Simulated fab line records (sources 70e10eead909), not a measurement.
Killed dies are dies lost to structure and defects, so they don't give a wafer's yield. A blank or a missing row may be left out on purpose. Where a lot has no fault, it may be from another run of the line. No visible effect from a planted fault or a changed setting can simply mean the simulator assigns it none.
Chamber matching -- flow nand harc -- NHARC_A_CONTACT_DEP_58 on pecvd-02: 3 sister chambers
The step deposits SiON, target thk 60 nm. 14 wafers are shown with their chamber, then 7 later ones without.

== WAFERS WITH THEIR CHAMBER ==
wafer,chamber,heater power w (W),showerhead vpp V (V)
L497.1,2,756,1103
L497.2,1,923,1131
L497.6,2,778,1125
L502.2,1,872,1161
L502.4,1,863,1144
L502.6,2,742,1115
L498.1,0,673,1103
L498.3,1,1022,1143
L498.5,2,817,1091
L506.2,1,965,1157
L506.3,0,638,1089
L506.6,0,644,1084
L509.4,0,639,1100
L509.5,2,838,1106

SIGNATURES (means of the wafers above)
reading,chamber 0,chamber 1,chamber 2,scatter within a chamber
heater power w,648.50,929.00,786.20,47.6
showerhead vpp V,1094.00,1147.20,1108.00,11.6
Rule: a wafer's distance from a chamber is the root of the sum, over the readings, of the square of ((its reading less the chamber's mean) divided by the reading's scatter). If the next closest chamber is less than 2 further off than the closest, the wafer can't be placed; otherwise it belongs to the closest. The scatter: the root of (the sum of the squares of (reading less its chamber's mean) over the shown wafers, divided by (wafers less chambers)).

== WAFERS WITH NO CHAMBER GIVEN ==
wafer,heater power w (W),showerhead vpp V (V)
L509.6,1026,1155
L511.2,1004,1157
L511.3,663,1100
L511.4,737,1116
L512.1,1050,1162
L512.2,714,1092
L512.5,719,1106

== WHICH CHAMBER EACH WENT THROUGH ==
wafer,from the rows above,in truth
L509.6,1,1
L511.2,1,1
L511.3,0,0
L511.4,can't be placed: 2 or 0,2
L512.1,1,1
L512.2,can't be placed: 0 or 2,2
L512.5,can't be placed: 2 or 0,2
4 of 7 placed correctly. From these rows, 3 cannot be placed; in 3 the true chamber is one of the candidates. Wrongly placed: 0.
